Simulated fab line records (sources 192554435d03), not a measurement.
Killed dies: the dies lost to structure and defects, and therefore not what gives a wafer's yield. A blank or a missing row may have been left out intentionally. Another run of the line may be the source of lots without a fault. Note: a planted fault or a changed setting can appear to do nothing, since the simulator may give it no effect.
What tool caused it? | flow n5-finfet | 27 wafers from 10 lots sampled at 6 of the route's 1938 steps

== WHAT THE GAUGES READ, wafer by wafer ==
N5_BEOL_M0_SAQP_CD_MEAS_40 targets a cd of 30 nm.
lot  | measured     | on        | cd-nm (nm)
L258 | day 5 21:16  | cd-sem-02 | 30.3 30.3 29.9
L261 | day 6 22:53  | cd-sem-01 | 30.3 30.6 30.6
L263 | day 6 23:22  | cd-sem-01 | 30.0 30.2 30.0
L266 | day 7 17:42  | cd-sem-01 | 30.2 29.8 30.1
L268 | day 8 09:33  | cd-sem-02 | 30.0 30.0 30.4
L271 | day 9 03:42  | cd-sem-02 | 30.4 26.9 29.8
L272 | day 9 07:07  | cd-sem-01 | 27.4 29.8
L275 | day 9 21:13  | cd-sem-02 | 26.5 30.2
L280 | day 11 03:26 | cd-sem-02 | 30.0 30.2 30.2
L281 | day 11 11:32 | cd-sem-02 | 29.8 29.6

N5_BEOL_M0_SAQP_OVL_MEAS_41.
lot  | measured     | on         | M0_CUT1_OVL (nm)
L258 | day 5 21:17  | overlay-01 | -0.4 -0.6 0.3
L261 | day 6 22:55  | overlay-02 | 1.0 0.9 0.6
L263 | day 6 23:23  | overlay-01 | 0.5 0.5 1.2
L266 | day 7 17:44  | overlay-01 | 1.0 0.4 1.1
L268 | day 8 09:35  | overlay-02 | -0.2 0.7 0.7
L271 | day 9 03:44  | overlay-02 | -0.2 0.6 1.6
L272 | day 9 07:09  | overlay-02 | 0.3 0.2
L275 | day 9 21:15  | overlay-02 | 0.4 0.3
L280 | day 11 03:28 | overlay-02 | -1.0 -1.9 -0.6
L281 | day 11 11:35 | overlay-02 | -0.5 -0.7

N5_BEOL_M4_RC_MEAS_101.
lot  | measured     | on        | DIBL_N (mV/V)  | DIBL_P (mV/V)  | IOFF_N (nA/um) | IOFF_P (nA/um) | ION_N (uA/um) | ION_P (uA/um) | SS_N (mV/dec)  | SS_P (mV/dec)  | VT_N (mV)   | VT_P (mV)
L258 | day 8 10:38  | prober-01 | 34.2 35.1 32.4 | 34.7 37.1 30.0 | 0.12 0.13 0.09 | 0.16 0.19 0.10 | 667 674 647   | 455 463 440   | 70.9 71.0 70.4 | 72.1 72.9 71.1 | 253 252 260 | -255 -254 -262
L261 | day 9 15:00  | prober-01 | 37.2 35.6 36.1 | 35.2 36.2 35.9 | 0.16 0.14 0.15 | 0.19 0.22 0.22 | 653 658 670   | 439 462 457   | 72.2 71.2 71.4 | 72.8 72.7 73.2 | 253 254 253 | -253 -250 -251
L263 | day 9 15:44  | prober-02 | 36.2 35.3 36.0 | 37.7 36.1 37.1 | 0.19 0.17 0.16 | 0.27 0.24 0.24 | 680 671 668   | 476 462 467   | 71.6 70.7 71.7 | 73.3 73.0 74.0 | 245 249 251 | -245 -247 -249
L266 | day 11 02:48 | prober-01 | 35.8 37.1 34.8 | 35.2 38.6 32.0 | 0.14 0.16 0.13 | 0.19 0.24 0.14 | 670 652 638   | 454 453 436   | 71.9 72.5 72.4 | 73.4 73.8 72.6 | 253 248 258 | -253 -250 -258
L268 | day 11 12:47 | prober-02 | 36.4 36.7 37.2 | 37.6 38.7 40.4 | 0.18 0.16 0.22 | 0.21 0.23 0.25 | 671 677 709   | 452 466 475   | 71.5 71.2 71.3 | 73.4 74.4 73.4 | 247 246 243 | -252 -249 -247
L271 | day 12 01:53 | prober-02 | 35.8 36.5      | 35.7 37.2      | 0.16 0.17      | 0.19 0.22      | 689 680       | 471 466       | 71.6 71.3      | 73.1 73.1      | 247 249     | -249 -251
L272 | day 12 05:11 | prober-02 | 36.0           | 36.9           | 0.14           | 0.20           | 668           | 454           | 71.4           | 73.4           | 254         | -252
L275 | day 13 03:05 | prober-02 | 37.3           | 39.9           | 0.18           | 0.30           | 656           | 459           | 71.9           | 74.1           | 248         | -244
L280 | day 14 05:49 | prober-01 | 35.3 38.1 37.8 | 35.5 38.7 39.4 | 0.14 0.18 0.17 | 0.18 0.23 0.25 | 666 674 668   | 461 463 461   | 70.9 71.7 71.4 | 73.1 74.3 74.4 | 250 247 248 | -252 -249 -252
L281 | day 15 04:48 | prober-01 | 40.2 42.3      | 42.9 44.0      | 0.23 0.28      | 0.29 0.33      | 669 702       | 456 471       | 72.3 73.4      | 74.7 75.0      | 248 242     | -247 -243

== EACH LOT AND THE TOOL THAT RAN IT (in order: tool; ch and the chambers of the sampled wafers; start) ==
lot  | N5_BEOL_M0_SAQP_ETCH_107          | N5_BEOL_M0_SAQP_EXPOSE_37         | N5_BEOL_M0_SAQP_ALD_48
L258 | rie-diel-01 ch 1,3, day 5 19:58   | euv-scanner-01 ch 0, day 5 21:07  | ald-sin-03 ch 0,2,3, day 5 21:43
L261 | rie-diel-03 ch 0,1,2, day 6 21:28 | euv-scanner-02 ch 0, day 6 22:44  | ald-sin-03 ch 0,2,3, day 6 23:21
L263 | rie-diel-03 ch 0,1,2, day 6 22:04 | euv-scanner-02 ch 0, day 6 23:13  | ald-sin-03 ch 1,2,3, day 7 00:04
L266 | rie-diel-01 ch 1,2, day 7 16:24   | euv-scanner-02 ch 0, day 7 17:34  | ald-sin-02 ch 1,3, day 7 18:11
L268 | rie-diel-01 ch 1,3, day 8 08:08   | euv-scanner-02 ch 0, day 8 09:25  | ald-sin-02 ch 1,2, day 8 10:04
L271 | rie-diel-04 ch 0,1,3, day 9 02:24 | euv-scanner-02 ch 0, day 9 03:34  | ald-sin-04 ch 0,1,3, day 9 05:33
L272 | rie-diel-04 ch 1,2, day 9 04:13   | euv-scanner-02 ch 0, day 9 06:59  | ald-sin-03 ch 0,2, day 9 07:31
L275 | rie-diel-04 ch 0,3, day 9 19:39   | euv-scanner-02 ch 0, day 9 21:05  | ald-sin-03 ch 2,3, day 9 21:37
L280 | rie-diel-04 ch 0,2, day 11 02:08  | euv-scanner-01 ch 0, day 11 03:18 | ald-sin-02 ch 0,2,3, day 11 03:50
L281 | rie-diel-01 ch 1,2, day 11 10:14  | euv-scanner-01 ch 0, day 11 11:25 | ald-sin-04 ch 1,3, day 11 12:54
- N5_BEOL_M0_SAQP_ETCH_107: etches SiNx in CH3F/O2, target depth 30 nm.
- N5_BEOL_M0_SAQP_EXPOSE_37: exposes mask M0 CUT1, target cd 30 nm.
- N5_BEOL_M0_SAQP_ALD_48: deposits SiO2, target thk 20 nm, pulse time 1 s, co reactant pulse time 1 s.

== AS READ BY THE TOOLS THEMSELVES (means over the sampled wafers that have a number; for cases with no such wafer, the mark the record gives instead) ==
N5_BEOL_M0_SAQP_ETCH_107.
lot  | tool        | drypump-motor-current-A (A) | oes_o_777_au (a.u.) | oes-product-au (a.u.) | rf-vpp-V (V) | showerhead-plenum-p-Torr (Torr) | throttle-valve-pct (%)
L258 | rie-diel-01 | 5.3                         | 0.72                | 0.74                  | 296          | 1.98                            | 16.65
L261 | rie-diel-03 | 5.2                         | 0.85                | 0.83                  | 296          | 2.05                            | 16.34
L263 | rie-diel-03 | 5.2                         | 0.85                | 0.84                  | 296          | 2.05                            | 16.34
L266 | rie-diel-01 | 5.3                         | 0.85                | 0.87                  | 309          | 1.94                            | 16.25
L268 | rie-diel-01 | 5.3                         | 0.80                | 0.81                  | 297          | 1.98                            | 16.53
L271 | rie-diel-04 | 5.8                         | 0.82                | 0.82                  | 301          | 2.01                            | 16.44
L272 | rie-diel-04 | 5.2                         | 0.74                | 0.75                  | 296          | 1.94                            | 16.30
L275 | rie-diel-04 | 5.8                         | 0.82                | 0.83                  | 298          | 2.02                            | 16.47
L280 | rie-diel-04 | 4.9                         | 0.76                | 0.76                  | 293          | 1.93                            | 16.31
L281 | rie-diel-01 | 5.2                         | 0.77                | 0.79                  | 306          | 1.93                            | 16.45

N5_BEOL_M0_SAQP_ALD_48.
lot  | tool       | heater-power-w (W) | precursor-pulse-height-rel | susceptor-temp-C (C)
L258 | ald-sin-03 | 81                 | 1.016                      | 100.11
L261 | ald-sin-03 | 81                 | 1.010                      | 100.01
L263 | ald-sin-03 | 73                 | 1.004                      | 99.96
L266 | ald-sin-02 | 84                 | 1.016                      | 99.98
L268 | ald-sin-02 | 77                 | 0.999                      | 99.98
L271 | ald-sin-04 | 70                 | 0.998                      | 100.12
L272 | ald-sin-03 | 89                 | 0.998                      | 99.92
L275 | ald-sin-03 | 76                 | 1.005                      | 99.99
L280 | ald-sin-02 | 80                 | 1.006                      | 100.00
L281 | ald-sin-04 | 70                 | 1.020                      | 99.91

== THE ANSWER, worked out from the rows above alone ==
Rule: what is usual is taken from the lots themselves. Put in order of their means at a reading, lots are off if they are a third of the lots or fewer, leave a main group of 4 or more, and stand apart from it by a gap of 3 or more times the standard deviation of the main group's means; of several such gaps the widest counts. A main group is skipped when, at the precision printed for the reading in the tables above, its means are all equal. Also off: a lot with no number at a reading for which 4 or more lots have one. Where the step has rows for the other lots, those lots are counted as sound. The gauges are gone through in route order, then the tools' own readings, and for those a lot's mean is taken as printed above. The first step at which some lot is off is used, and at that step the reading that is off furthest; a lot without a number counts as furthest.
Off, at N5_BEOL_M0_SAQP_CD_MEAS_40 on cd-nm: L271, L272, L275. The main group: mean 30.1 nm, standard deviation 0.22.
A tool fits if, at a process step before that reading, it ran every lot that is off, and no sound lot after the first of them. Those tools and the gauges at N5_BEOL_M0_SAQP_CD_MEAS_40 are tried in the same way. One fits: N5_BEOL_M0_SAQP_EXPOSE_37 on euv-scanner-02. Its last sound lot is L268 (day 8 09:25), its first lot that is off L271 (day 9 03:34): a fault that began between those two fits.

== WHAT WAS PUT IN BY THE SIMULATOR ==
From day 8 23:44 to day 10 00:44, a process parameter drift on euv-scanner-02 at N5_BEOL_M0_SAQP_EXPOSE_37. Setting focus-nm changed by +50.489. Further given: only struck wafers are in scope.
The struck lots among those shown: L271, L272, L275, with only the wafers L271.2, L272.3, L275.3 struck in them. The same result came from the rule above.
